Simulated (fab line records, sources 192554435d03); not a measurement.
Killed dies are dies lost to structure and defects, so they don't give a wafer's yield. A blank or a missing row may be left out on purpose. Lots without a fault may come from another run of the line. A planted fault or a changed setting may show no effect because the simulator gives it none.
Split-lot experiment | flow n5_finfet | 7 lots, 39 wafers read, on a route of 1938 steps

THE SPLIT
At N5_HKMG_FIN_EXPOSE_09 (exposes mask NWFM), the setting dose_mj was moved away from the recipe's 39.25 on 9 of the 39 wafers read, by +2.8% to +7.0%. The other wafers ran this setting at the recipe's value.

FROM THE SPLIT TO THE READING: what the file shows between them, 2 steps
- N5_HKMG_FIN_PEB_10: peb time 60 s
- N5_HKMG_FIN_DEVELOP_11: develop time 30 s

THE READING
cd_nm, in nm, at N5_HKMG_FIN_CD_MEAS_12 (target cd 92.8 nm). Fault-free wafers of this fab line usually give 93.0 nm, standard deviation 0.59 nm.

wafer  | tool, chamber at the split | dose_mj as run | against the recipe | cd_nm, nm | against lot-mates on the recipe
L079.1 | arfi_scanner-01, 0         | 39.25          | recipe             | 93.4      | -
L079.2 | arfi_scanner-01, 0         | 39.25          | recipe             | 92.4      | -
L079.3 | arfi_scanner-01, 0         | 39.25          | recipe             | 92.9      | -
L079.4 | arfi_scanner-01, 0         | 39.25          | recipe             | 92.7      | -
L079.5 | arfi_scanner-01, 0         | 39.25          | recipe             | 93.0      | -
L079.6 | arfi_scanner-01, 0         | 39.25          | recipe             | 92.9      | -
L086.1 | arfi_scanner-01, 0         | 40.33          | +2.8%              | 93.7      | +0.9
L086.2 | arfi_scanner-01, 0         | 40.33          | +2.8%              | 94.7      | +1.9
L086.3 | arfi_scanner-01, 0         | 39.25          | recipe             | 92.1      | -
L086.4 | arfi_scanner-01, 0         | 39.25          | recipe             | 93.4      | -
L086.5 | arfi_scanner-01, 0         | 40.33          | +2.8%              | 95.3      | +2.5
L086.6 | arfi_scanner-01, 0         | 39.25          | recipe             | 92.9      | -
L089.1 | arfi_scanner-01, 0         | 41.65          | +6.1%              | 96.9      | +4.1
L089.2 | arfi_scanner-01, 0         | 39.25          | recipe             | 93.3      | -
L089.3 | arfi_scanner-01, 0         | 41.65          | +6.1%              | 96.9      | +4.1
L089.4 | arfi_scanner-01, 0         | 39.25          | recipe             | 92.8      | -
L089.5 | arfi_scanner-01, 0         | 41.65          | +6.1%              | 97.0      | +4.2
L089.6 | arfi_scanner-01, 0         | 39.25          | recipe             | 92.3      | -
L090.1 | arfi_scanner-03, 0         | 39.25          | recipe             | 93.3      | -
L090.2 | arfi_scanner-03, 0         | 42.01          | +7.0%              | 97.8      | +4.4
L090.3 | arfi_scanner-03, 0         | 39.25          | recipe             | 93.1      | -
L090.4 | arfi_scanner-03, 0         | 42.01          | +7.0%              | 98.0      | +4.6
L090.5 | arfi_scanner-03, 0         | 42.01          | +7.0%              | 98.0      | +4.6
L090.6 | arfi_scanner-03, 0         | 39.25          | recipe             | 93.8      | -
L093.1 | arfi_scanner-02, 0         | 39.25          | recipe             | 93.0      | -
L093.2 | arfi_scanner-02, 0         | 39.25          | recipe             | 92.8      | -
L093.3 | arfi_scanner-02, 0         | 39.25          | recipe             | 93.7      | -
L093.4 | arfi_scanner-02, 0         | 39.25          | recipe             | 93.2      | -
L093.5 | arfi_scanner-02, 0         | 39.25          | recipe             | 93.4      | -
L093.6 | arfi_scanner-02, 0         | 39.25          | recipe             | 93.5      | -
L092.1 | arfi_scanner-02, 0         | 39.25          | recipe             | 92.5      | -
L092.2 | arfi_scanner-02, 0         | 39.25          | recipe             | 92.6      | -
L092.3 | arfi_scanner-02, 0         | 39.25          | recipe             | 92.7      | -
L092.4 | arfi_scanner-02, 0         | 39.25          | recipe             | 93.4      | -
L092.5 | arfi_scanner-02, 0         | 39.25          | recipe             | 92.5      | -
L092.6 | arfi_scanner-02, 0         | 39.25          | recipe             | 92.2      | -
L097.1 | arfi_scanner-01, 0         | 39.25          | recipe             | 93.7      | -
L097.2 | arfi_scanner-01, 0         | 39.25          | recipe             | 92.9      | -
L097.3 | arfi_scanner-01, 0         | 39.25          | recipe             | 93.5      | -

THE FIT
A straight line over all 39 wafers: cd_nm changes by +0.671 nm for each +1% of dose_mj; r = +0.96; the points scatter about the line by 0.47 nm.
The same after taking each lot's own level away (the mean of its wafers on the recipe; 39 wafers): +0.657 nm for each +1%; r = +0.97; scatter 0.38 nm.
On that fit, the largest move of dose_mj shifts the reading by 4.6 nm.
The lots' own levels span 92.65 to 93.40 nm, that is 1.3 times the standard deviation above.
So the lot-to-lot level changes the slope little: the two slopes agree.
Check: with one of the wafers moved furthest among these (+7.0%) left out of the fit, the line predicts +4.67 nm for it against its lot-mates. It came out at +4.4 nm against them.

OTHER SPLITS ON THESE WAFERS
These wafers also went through other splits before the reading. Each is held against what the fit with the lots' levels taken away leaves over:
other split on the same wafers  | wafers away from the commonest value | r with cd_nm (lot level and that fit taken away)
N5_DUMMY_GATE_EXPOSE_12 dose_mj | 12                                   | -0.08
N5_HKMG_FIN_CVD_62 temp_c       | 18                                   | +0.01

THE FILE'S OWN FIT
cd_nm changes by +0.656 nm for each +1% of dose_mj, r = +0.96.
